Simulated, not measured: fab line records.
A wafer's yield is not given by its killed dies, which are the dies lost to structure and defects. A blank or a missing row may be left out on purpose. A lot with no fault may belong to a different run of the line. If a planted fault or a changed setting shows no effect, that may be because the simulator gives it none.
Which tool is to blame? / flow nandHarc / 6 lots with 18 wafers sampled at 5 steps, on a route of 1302 steps

## WHAT THE GAUGES SHOWED, per wafer
NHARC_END_SORT_01.
lot=L332; measured=day 29 03:23; on=prober-01; killedAtArray=450 44 40

## WHICH TOOL RAN EACH LOT (tool, then ch and the chambers of the sampled wafers, then the start)
lot=L326; NHARC_A_STAIRCASE_STRIP_175=plasmaAsher-02 ch 0,1, day 18 03:28; NHARC_A_STAIRCASE_ETCH_188=rieDiel-13 ch 0,1, day 18 06:58 or earlier; NHARC_A_STAIRCASE_TRIM_189=rieDiel-13 ch 0,1,2, day 18 06:58 or earlier; NHARC_A_STAIRCASE_ETCH_203=rieDiel-13 ch 1,2, day 18 06:58
lot=L329; NHARC_A_STAIRCASE_STRIP_175=plasmaAsher-02 ch 1, day 19 16:46; NHARC_A_STAIRCASE_ETCH_188=rieDiel-01 ch 0,2,3, day 19 20:19 or earlier; NHARC_A_STAIRCASE_TRIM_189=rieDiel-01 ch 0,2, day 19 20:19 or earlier; NHARC_A_STAIRCASE_ETCH_203=rieDiel-01 ch 0,1,2, day 19 20:19
lot=L332; NHARC_A_STAIRCASE_STRIP_175=plasmaAsher-01 ch 0,1, day 20 12:41; NHARC_A_STAIRCASE_ETCH_188=rieDiel-06 ch 0,1,3, day 20 16:10 or earlier; NHARC_A_STAIRCASE_TRIM_189=rieDiel-06 ch 1,2,3, day 20 16:10 or earlier; NHARC_A_STAIRCASE_ETCH_203=rieDiel-13 ch 1,2,3, day 20 16:10
lot=L338; NHARC_A_STAIRCASE_STRIP_175=plasmaAsher-01 ch 0,1, day 23 06:49; NHARC_A_STAIRCASE_ETCH_188=rieDiel-13 ch 1,2,3, day 23 10:26 or earlier; NHARC_A_STAIRCASE_TRIM_189=rieDiel-13 ch 0,1,2, day 23 10:26 or earlier; NHARC_A_STAIRCASE_ETCH_203=rieDiel-13 ch 0,2,3, day 23 10:26
lot=L342; NHARC_A_STAIRCASE_STRIP_175=plasmaAsher-02 ch 0,1, day 24 15:40; NHARC_A_STAIRCASE_ETCH_188=rieDiel-01 ch 1,2,3, day 24 19:10 or earlier; NHARC_A_STAIRCASE_TRIM_189=rieDiel-01 ch 0,1,3, day 24 19:10 or earlier; NHARC_A_STAIRCASE_ETCH_203=rieDiel-06 ch 0,2,3, day 24 19:10
lot=L343; NHARC_A_STAIRCASE_STRIP_175=plasmaAsher-01 ch 0,1, day 25 02:59; NHARC_A_STAIRCASE_ETCH_188=rieDiel-01 ch 0,2,3, day 25 06:27 or earlier; NHARC_A_STAIRCASE_TRIM_189=rieDiel-01 ch 0,1, day 25 06:27 or earlier; NHARC_A_STAIRCASE_ETCH_203=rieDiel-13 ch 0,3, day 25 06:27
- NHARC_A_STAIRCASE_STRIP_175: strips in O2.
- NHARC_A_STAIRCASE_ETCH_188: etches the open film in C4F8/O2, target depth 100 nm, time 40.5 s.
- NHARC_A_STAIRCASE_TRIM_189: chemistry O2, time 211.2 s.
- NHARC_A_STAIRCASE_ETCH_203: etches the open film in C4F8/O2, target depth 100 nm, time 40.5 s.

## THE ANSWER, worked out from the rows above alone
Rule: what is usual is taken from the lots themselves. The widest of any qualifying gaps counts: lots, ordered by their means at a reading, are off when they make up no more than a third of the lots, leave a main group of 4 or more, and stand apart from it by 3 or more times the standard deviation of that group's means. If all means in a main group match to the digits the tables above print for the reading, that group is not used. A lot without any number at a reading at which 4 lots or more have one is off too. All remaining lots with rows at the step are treated as sound.
Nothing can be told from this: no lot is off at any reading shown.

## WHAT THE SIMULATOR HAD PUT IN
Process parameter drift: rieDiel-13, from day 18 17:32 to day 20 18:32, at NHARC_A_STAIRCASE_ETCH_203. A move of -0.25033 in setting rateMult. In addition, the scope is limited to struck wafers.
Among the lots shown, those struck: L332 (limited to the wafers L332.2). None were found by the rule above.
